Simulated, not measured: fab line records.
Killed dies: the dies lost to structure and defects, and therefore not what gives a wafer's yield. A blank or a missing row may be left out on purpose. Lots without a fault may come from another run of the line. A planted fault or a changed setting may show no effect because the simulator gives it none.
Chamber matching | flow n5Finfet | rieDiel-05 running N5_HKMG_FIN_ETCH_35: 4 sister chambers
The step etches SOC in N2/H2, target depth 215.8 nm, time 243.4 s. 8 wafers are shown with their chamber, then 9 later ones without.

## WAFERS PAIRED WITH THEIR CHAMBERS
wafer  | chamber | drypumpMotorCurrentA (A) | showerheadPlenumPTorr (Torr)
L076.6 | 3       | 4.9                      | 2.44
L080.5 | 1       | 6.5                      | 2.47
L085.1 | 2       | 5.2                      | 2.57
L085.3 | 1       | 6.4                      | 2.46
L085.6 | 3       | 4.9                      | 2.43
L088.1 | 0       | 5.9                      | 2.51
L088.3 | 2       | 5.2                      | 2.57
L088.6 | 0       | 5.9                      | 2.51

## WAFERS MISSING THEIR CHAMBER
wafer  | drypumpMotorCurrentA (A) | showerheadPlenumPTorr (Torr)
L090.2 | 6.0                      | 2.51
L090.5 | 6.5                      | 2.46
L090.6 | 5.9                      | 2.51
L093.3 | 4.9                      | 2.42
L093.5 | 5.2                      | 2.56
L093.6 | 6.5                      | 2.45
L094.1 | 5.9                      | 2.51
L094.3 | 6.4                      | 2.45
L094.5 | 5.2                      | 2.56

## WHICH CHAMBER EACH WENT THROUGH
wafer  | from the rows above | in truth
L090.2 | 0                   | 0
L090.5 | 1                   | 1
L090.6 | 0                   | 0
L093.3 | 3                   | 3
L093.5 | 2                   | 2
L093.6 | 1                   | 1
L094.1 | 0                   | 0
L094.3 | 1                   | 1
L094.5 | 2                   | 2
9 of 9 placed correctly. Number that these rows cannot place: 0. Placed wrongly: 0.
How it was worked out, from the rows above alone: a wafer's distance from a chamber is the root of the sum, over the readings, of the square of ((its reading less the chamber's mean) divided by the reading's scatter). If the next closest chamber is less than 2 further off than the closest, the wafer can't be placed; otherwise it belongs to the closest. For every chamber, the mean is computed from those of its wafers that are shown. The scatter is the square root of a quotient: the sum, over the shown wafers, of each reading's squared deviation from its chamber's mean, divided by wafers minus chambers.
